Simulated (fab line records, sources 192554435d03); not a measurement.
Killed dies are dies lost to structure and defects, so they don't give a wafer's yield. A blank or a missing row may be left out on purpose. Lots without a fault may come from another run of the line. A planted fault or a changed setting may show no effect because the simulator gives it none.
Chamber matching | flow n5_finfet | N5_BEOL_M13_ILD_DEP_00 on pecvd-03: 3 sister chambers
The step deposits SiOC from DEMS/O2, target thk 837.92 nm, time 166.4 s. 6 wafers are shown with their chamber, then 10 later ones without.

WAFERS WITH THEIR CHAMBER
wafer  | chamber | showerhead_vpp_V (V) | throttle_valve_pct (%)
L082.5 | 0       | 1303                 | 10.5
L085.3 | 1       | 1549                 | 12.4
L085.4 | 0       | 1323                 | 10.8
L085.5 | 2       | 1271                 | 12.2
L088.1 | 2       | 1287                 | 12.1
L088.3 | 1       | 1525                 | 12.2

WAFERS WITHOUT THEIR CHAMBER
wafer  | showerhead_vpp_V (V) | throttle_valve_pct (%)
L088.4 | 1322                 | 10.8
L091.1 | 1282                 | 12.2
L091.5 | 1570                 | 12.1
L091.6 | 1274                 | 12.2
L094.2 | 1330                 | 10.5
L094.4 | 1275                 | 11.9
L094.6 | 1282                 | 11.9
L095.1 | 1551                 | 12.3
L095.4 | 1549                 | 12.0
L095.6 | 1273                 | 12.1

WHICH CHAMBER EACH WENT THROUGH
wafer  | from the rows above | in truth
L088.4 | 0                   | 0
L091.1 | 2                   | 2
L091.5 | 1                   | 1
L091.6 | 2                   | 2
L094.2 | 0                   | 0
L094.4 | 2                   | 2
L094.6 | 2                   | 2
L095.1 | 1                   | 1
L095.4 | 1                   | 1
L095.6 | 2                   | 2
Placed correctly: 10 of 10. Can't be placed from these rows: 0. Placed wrongly: 0.
How it was worked out, from the rows above alone: a wafer's distance from a chamber is the root of the sum, over the readings, of the square of ((its reading less the chamber's mean) divided by the reading's scatter). The wafer belongs to the nearest chamber; if the next one is less than 2 further off, it can't be placed. A chamber's mean is the mean of its shown wafers. The scatter: the root of (the sum of the squares of (reading less its chamber's mean) over the shown wafers, divided by (wafers less chambers)).
